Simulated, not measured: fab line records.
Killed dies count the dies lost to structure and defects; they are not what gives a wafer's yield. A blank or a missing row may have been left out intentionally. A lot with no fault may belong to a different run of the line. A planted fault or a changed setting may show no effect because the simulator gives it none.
fab line records ; flow nandHarc
record lots=5; wafers=15; lastDay=33
route steps=1302 shown A_SLIT@926
lots untouched by any fault: they come from a run of this same line in which no faults occurred
startH: hours from the record's opening day to when the first of the lot's shown wafers began ; waitH: hours elapsed since this lot's preceding step ; " unchanged from the row above ; L1.1+2: a single row standing in for several wafers ; - either no value or no given start ; * or withheld: withheld ; < > ~ a bound
route shown NAME@n: names a module that has steps shown in the file, with the first one's number in the route ; usual: mean/standard deviation taken from wafers without a fault ; same: alike in all rows ; chamber/n: place in a boat ; sites: the reading at each site ; _std_site: their standard deviation ; _edge_site: outer sites' mean less inner sites' ; radiusMm: how far each site lies from the wafer's centre ; mask NAME#n: copy n ; behind: the last tool/chamber to shape the wafer ; hold: why the lot went on hold/how many hours it stayed there/how the hold came to an end ; device: whichever transistor did not switch (one of n, p or np) ; end of line: at the end of the route, the tests of the same wafers ; where a step has no rows: the recipe by itself ; killed: not the wafer's yield, but the dies lost to structure and defects at the first sort ; map: shows each die of a wafer: x if killed, . if not, _ if none is there
set.NAME: the run value of the setting; set.NAME@STEP: its run value at that earlier step ; model.NAME: the simulator's own value behind a step, which no gauge read
certain route steps with their lots: each step a table, each wafer a row
services: from which hour (startH, from the record's first day; less than 0 if before it) a tool's chamber was out of use, for how many hours, and why
## steps
# step NHARC_A_SLIT_HMDS_02
# recipe timeS=30
# step NHARC_A_SLIT_COAT_03
# recipe spinRpm=1500; resistThkNm=90
# step NHARC_A_SLIT_SOFTBAKE_04
# recipe tempC=105; timeS=55
# step NHARC_A_SLIT_EBR_05
# step NHARC_A_SLIT_EXPOSE_06
# recipe na=1.35; doseMj=60.82; maskId=SLIT
# step NHARC_A_SLIT_PEB_07
# recipe pebTempC=100; pebTimeS=65
# step NHARC_A_SLIT_DEVELOP_08
# recipe developTimeS=35; devTempC=23
# step NHARC_A_SLIT_CD_MEAS_09
# recipe targetCdNm=300; landingEnergyEv=500
# usual cdNm=299.8/0.58
lot.wafer;tool;chamber;startH;waitH;cdNm
L577.1;cdSem-01;0;551.98;-;299.3
L577.2;cdSem-01;0;551.98;-;299.6
L577.3;cdSem-01;0;551.98;-;299.9
L583.1;cdSem-03;0;607.20;-;300.3
L583.2;cdSem-03;0;607.20;-;301.4
L583.4;cdSem-03;0;607.20;-;300.1
L586.1;cdSem-02;0;648.05;-;299.9
L586.3;cdSem-02;0;648.05;-;300.5
L586.4;cdSem-02;0;648.05;-;299.6
L591.4;cdSem-01;0;682.15;-;300.3
L591.5;cdSem-01;0;682.15;-;300.0
L591.6;cdSem-01;0;682.15;-;300.2
L590.3;cdSem-02;0;682.45;-;300.9
L590.4;cdSem-02;0;682.45;-;301.1
L590.5;cdSem-02;0;682.45;-;300.4
# step NHARC_A_SLIT_OVL_MEAS_10
# usual overlayXNm=-0.1/0.91; overlayYNm=0.3/0.81
lot.wafer;tool;chamber;startH;waitH;overlayXNm;overlayYNm
L577.1;overlay-02;-;552.07;-;1.1;-0.5
L577.2;overlay-02;-;552.07;-;0.7;-0.4
L577.3;overlay-02;-;552.07;-;1.2;-0.9
L583.1;overlay-02;-;607.28;-;-0.4;1.4
L583.2;overlay-02;-;607.28;-;0.0;1.1
L583.4;overlay-02;-;607.28;-;-0.3;1.2
L586.1;overlay-02;-;648.13;-;-0.6;0.1
L586.3;overlay-02;-;648.13;-;-0.8;-0.2
L586.4;overlay-02;-;648.13;-;-0.2;0.1
L591.4;overlay-01;-;682.23;-;0.2;-0.2
L591.5;overlay-01;-;682.23;-;-0.3;-1.0
L591.6;overlay-01;-;682.23;-;0.3;-0.7
L590.3;overlay-02;-;682.53;-;0.1;-0.6
L590.4;overlay-02;-;682.53;-;0.2;-0.4
L590.5;overlay-02;-;682.53;-;0.4;-0.4
# step NHARC_A_SLIT_INSPECT_11
# usual rawDefectCount=62/30
lot.wafer;tool;chamber;startH;waitH;rawDefectCount
L577.1;defectInspect-01;-;552.11;0.0;84
L577.2;defectInspect-01;-;552.11;0.0;91
L577.3;defectInspect-01;-;552.11;0.0;78
L583.1;defectInspect-02;-;607.32;0.0;32
L583.2;defectInspect-02;-;607.32;0.0;25
L583.4;defectInspect-02;-;607.32;0.0;20
L586.1;defectInspect-01;-;648.17;0.0;61
L586.3;defectInspect-01;-;648.17;0.0;57
L586.4;defectInspect-01;-;648.17;0.0;77
L591.4;defectInspect-02;-;682.27;0.0;48
L591.5;defectInspect-02;-;682.27;0.0;53
L591.6;defectInspect-02;-;682.27;0.0;63
L590.3;defectInspect-01;-;682.57;0.0;20
L590.4;defectInspect-01;-;682.57;0.0;13
L590.5;defectInspect-01;-;682.57;0.0;19
# step NHARC_A_SLIT_DESCUM_14
# recipe timeS=3; o2FlowSccm=200; arFlowSccm=0; biasPowerW=0; chemistry=O2
# usual drypumpMotorCurrentA=5.7/0.46; o2FlowSccm=200.0/0.6; oesProductAu=1.000/0.01; rfVppV=57.9/0.84; showerheadPlenumPTorr=1.93/0.05; throttleValvePct=11.311/0.0088
lot.wafer;tool;chamber;startH;waitH;drypumpMotorCurrentA;o2FlowSccm;oesProductAu;rfHoursCounterH;rfVppV;showerheadPlenumPTorr;throttleValvePct
L577.1;rieDiel-09;0;552.17;0.1;6.0;200.1;1.003;3.9;56.8;2.02;11.317
L577.3;rieDiel-09;1;552.17;0.1;6.1;200.5;1.008;2.9;57.3;1.80;11.305
L577.2;rieDiel-09;3;552.17;0.1;5.5;199.1;1.005;4.1;58.8;1.93;11.305
L583.1;rieDiel-13;0;607.38;0.1;5.0;199.1;0.984;2.8;59.0;1.92;11.306
L583.2;rieDiel-13;1;607.38;0.1;5.1;199.3;1.000;2.9;57.6;1.89;11.292
L583.4;rieDiel-13;3;607.38;0.1;5.6;199.2;1.000;2.8;59.1;1.93;11.315
L586.4;rieDiel-09;2;648.23;0.1;6.2;200.1;0.992;10.9;57.8;1.95;11.329
L586.1;rieDiel-09;0;648.23;0.1;5.9;199.4;1.015;8.9;57.7;2.02;11.311
L586.3;rieDiel-09;1;648.23;0.1;6.0;200.6;1.004;10.5;55.8;1.80;11.304
L591.4;rieDiel-13;2;682.34;0.1;6.5;199.5;0.994;7.1;57.8;1.95;11.308
L591.5;rieDiel-13;1;682.34;0.1;5.1;199.7;1.003;-;56.7;1.88;11.298
L591.6;rieDiel-13;2;682.34;0.1;6.5;199.7;0.993;-;57.4;1.95;11.291
L590.3;rieDiel-10;0;682.63;0.1;6.2;200.2;0.987;3.5;58.0;1.98;11.314
L590.4;rieDiel-10;2;682.63;0.1;5.8;200.2;1.000;2.9;59.1;1.89;11.319
L590.5;rieDiel-10;1;682.63;0.1;5.6;200.1;1.003;-;58.8;1.90;11.303
# step NHARC_A_SLIT_ETCH_24
# recipe targetDepthA=1210; timeS=60.5; cf4FlowSccm=100; chf3FlowSccm=30; arFlowSccm=0; rfW=500; biasW=200; chemistry=CF4/CHF3
# usual biasW=200.1/0.65; drypumpMotorCurrentA=5.7/0.46; oesProductAu=0.960/0.02; rfVppV=370.9/1.6; runLengthS=81.9/0.39; showerheadPlenumPTorr=1.58/0.04; throttleValvePct=16.802/0.009
lot.wafer;tool;chamber;startH;waitH;biasW;drypumpMotorCurrentA;oesProductAu;rfHoursCounterH;rfVppV;runLengthS;showerheadPlenumPTorr;throttleValvePct
L577.1;rieDiel-09;1;552.25;0.1;200.4;6.0;0.973;2.9;368.6;81.5;1.49;16.794
L577.2;rieDiel-09;3;552.25;0.1;200.0;5.5;0.974;4.1;372.5;82.2;1.59;16.809
L577.3;rieDiel-09;0;552.25;0.1;200.8;5.9;0.967;3.9;373.3;82.3;1.65;16.805
L583.4;rieDiel-13;0;607.47;0.1;199.5;5.0;0.953;2.9;370.2;82.1;1.58;16.799
L583.1;rieDiel-13;2;607.47;0.1;200.0;6.5;0.970;2.9;371.5;82.1;1.60;16.812
L583.2;rieDiel-13;3;607.47;0.1;199.5;5.6;0.961;2.8;372.5;81.4;1.58;16.807
L586.3;rieDiel-09;2;648.32;0.1;199.8;6.2;0.947;11.0;371.2;81.9;1.60;16.797
L586.4;rieDiel-09;0;648.32;0.1;200.4;5.9;0.986;8.9;373.7;82.5;1.65;16.811
L586.1;rieDiel-09;1;648.32;0.1;200.0;6.1;0.979;10.5;366.9;81.4;1.49;16.807
L591.4;rieDiel-13;2;682.42;0.1;200.1;6.4;0.966;7.1;372.0;82.4;1.60;16.803
L591.5;rieDiel-13;1;682.42;0.1;199.3;5.1;0.957;-;370.5;81.7;1.55;16.797
L591.6;rieDiel-13;2;682.42;0.1;201.0;6.5;0.965;-;370.0;82.3;1.60;16.808
L590.3;rieDiel-10;0;682.71;0.1;201.6;6.2;0.914;3.5;373.2;82.2;1.63;16.789
L590.4;rieDiel-10;3;682.71;0.1;200.7;5.3;0.937;3.2;371.0;81.6;1.59;16.803
L590.5;rieDiel-10;1;682.71;0.1;199.8;5.6;0.920;-;370.3;82.2;1.57;16.801
# step NHARC_A_SLIT_ETCH_15
# recipe targetDepthA=62000; overEtchFrac=0.3; timeS=1612; ionEnergyEv=150; o2FlowSccm=400; cosFlowSccm=20; arFlowSccm=0; rfW=500; biasW=300; chemistry=O2/COS
# usual biasW=299.9/0.85; cosFlowSccm=20.00/0.058; drypumpMotorCurrentA=5.7/0.46; o2FlowSccm=400.1/1.2; oesProductAu=1.000/0.0095; rfVppV=314.2/1.3; runLengthS=1633.4/0.42; showerheadPlenumPTorr=3.13/0.075; throttleValvePct=28.330/0.0096
lot.wafer;tool;chamber;startH;waitH;biasW;cosFlowSccm;drypumpMotorCurrentA;o2FlowSccm;oesProductAu;rfHoursCounterH;rfVppV;runLengthS;showerheadPlenumPTorr;throttleValvePct
L577.3;rieDiel-09;2;552.34;-;301.1;19.91;6.3;402.3;0.989;4.5;315.5;1633.4;3.19;28.334
L577.2;rieDiel-09;3;552.34;-;300.3;20.12;5.5;401.9;1.009;4.3;313.3;1633.9;3.15;28.323
L577.1;rieDiel-09;1;552.34;-;300.1;19.98;6.0;399.8;1.020;3.2;310.4;1632.8;2.95;28.340
L583.4;rieDiel-13;1;607.67;-;299.1;19.97;5.1;399.7;0.997;3.2;314.6;1633.1;3.08;28.330
L583.2;rieDiel-13;2;607.67;-;300.5;19.93;6.5;402.3;1.002;3.1;315.5;1633.8;3.18;28.302
L583.1;rieDiel-13;3;607.67;-;299.0;19.97;5.6;398.0;1.000;3.1;315.1;1791.6;3.14;28.336
L586.1;rieDiel-09;1;648.40;-;300.9;20.02;6.0;400.6;1.007;10.7;311.8;1633.6;2.95;28.345
L586.3;rieDiel-09;2;648.40;-;299.2;20.06;6.2;399.4;0.995;11.2;313.8;1633.1;3.18;28.326
L586.4;rieDiel-09;0;648.40;-;298.6;20.06;6.0;398.5;1.018;9.1;316.4;1634.2;3.28;28.337
L590.4;rieDiel-10;2;682.80;-;299.8;19.96;5.8;401.3;1.002;3.1;313.8;1633.6;3.08;28.333
L590.3;rieDiel-10;1;682.80;-;300.6;20.04;5.6;398.7;1.005;3.5;313.5;1632.9;3.11;28.325
L590.5;rieDiel-10;2;682.80;-;300.1;20.04;5.8;400.9;1.002;-;314.8;1634.0;3.08;28.328
L591.4;rieDiel-13;1;682.84;-;300.8;19.93;5.1;402.5;1.001;7.9;312.3;1633.1;3.08;28.330
L591.6;rieDiel-13;2;682.84;-;298.9;19.90;6.5;398.8;0.999;-;315.5;1633.7;3.17;28.324
L591.5;rieDiel-13;3;682.84;-;300.4;20.03;5.6;401.6;1.003;-;314.0;1632.9;3.14;28.339
# step NHARC_A_SLIT_ETCH_17
# recipe biasV=900; sourceW=withheld; pressureMtorr=20; arFlowSccm=375; c4f8FlowSccm=83.3; o2FlowSccm=41.7; timeS=4254.5; targetDepthA=2.03e+05; chemistry=C4F8/O2/Ar
# usual drypumpMotorCurrentA=5.83/0.11; o2FlowSccm=41.72/0.12; oesAirLineAu=1.002/0.02; runLengthS=4194.5/0; showerheadPlenumPTorr=3.75/0.14; throttleValvePct=32.046/0.0092
lot.wafer;tool;chamber;startH;waitH;drypumpMotorCurrentA;o2FlowSccm;oesAirLineAu;rfHoursCounterH;runLengthS;showerheadPlenumPTorr;throttleValvePct
L577.2;harEtch-01;0;553.42;-;5.83;41.52;0.997;302;4194.5;3.62;32.062
L577.1;harEtch-01;1;553.42;-;5.70;41.96;1.004;302;4194.5;3.60;32.051
L577.3;harEtch-01;1;555.23;-;5.68;41.79;0.994;-;4194.5;3.60;32.039
L583.1;harEtch-02;1;608.63;-;5.97;41.66;0.979;123;4194.5;3.87;32.057
L583.2;harEtch-02;0;608.63;-;5.85;41.69;0.957;123;4194.5;3.87;32.031
L583.4;harEtch-02;0;610.42;-;5.88;41.74;0.984;-;4194.5;3.87;32.049
L586.1;harEtch-01;0;650.09;-;5.75;41.67;0.988;355;4194.5;3.59;32.057
L586.3;harEtch-01;1;650.09;-;5.69;41.63;1.038;-;4194.5;3.58;32.060
L586.4;harEtch-01;0;650.09;-;5.76;41.46;0.992;-;4194.5;3.59;32.042
L591.4;harEtch-02;0;684.79;-;5.86;41.69;1.030;-;4194.5;3.85;32.047
L591.5;harEtch-02;0;686.01;-;5.86;41.94;1.054;-;4194.5;3.85;32.035
L591.6;harEtch-02;1;686.01;-;5.97;41.73;1.007;-;4194.5;3.85;32.042
L590.4;harEtch-01;1;685.09;-;5.67;41.88;1.011;-;4194.5;3.57;32.060
L590.3;harEtch-01;0;685.09;-;5.83;41.88;0.976;-;4194.5;3.58;32.050
L590.5;harEtch-01;1;685.09;-;5.68;41.71;1.011;-;4194.5;3.57;32.035
## services
tool;chamber;startH;hours;kind
rieDiel-13;0;528.32;-;clean
rieDiel-13;1;528.32;-;clean
rieDiel-13;2;528.32;-;clean
rieDiel-13;3;528.32;-;clean
rieDiel-09;0;530.94;-;clean
rieDiel-09;1;530.94;-;clean
rieDiel-09;2;530.94;-;clean
rieDiel-09;3;530.94;-;clean
rieDiel-13;0;552.82;-;clean
rieDiel-13;1;552.82;-;clean
rieDiel-13;2;552.82;-;clean
rieDiel-13;3;552.82;-;clean
rieDiel-09;0;555.64;-;clean
rieDiel-09;1;555.64;-;clean
rieDiel-09;2;555.64;-;clean
rieDiel-09;3;555.64;-;clean
rieDiel-09;0;562.94;9.2;repair
rieDiel-09;2;563.25;4.7;repair
harEtch-01;-;586.36;3.0;repair
rieDiel-10;-;596.50;9.0;pm
rieDiel-09;2;615.29;6.3;repair
rieDiel-09;0;642.59;2.4;repair
rieDiel-09;0;645.23;2.1;repair
rieDiel-09;-;674.44;9.0;pm
## key
firstSign step=NHARC_A_SLIT_ETCH_15; reading=runLengthS; direction=up; sigmas=99+; usual=*; struck=*
effect none on later readings
metAt NHARC_A_SLIT_ETCH_15
struckWafers L583.1
testerLeftOut L583
fault kind=processParameterDrift; tool=rieDiel-13; chamber=3; onsetH=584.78; steps=NHARC_A_SLIT_ETCH_15; channel=timeS; offset=*; shape=step; endH=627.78; actsIn=*; stated=*
# testerLeftOut: of these lots the tester's yield and bins aren't shown, on N5 and GAA mostly nor the transistor test; their killed dies are dies lost to structure and defects alone, not to doping, threshold or leakage, so they don't give the yield
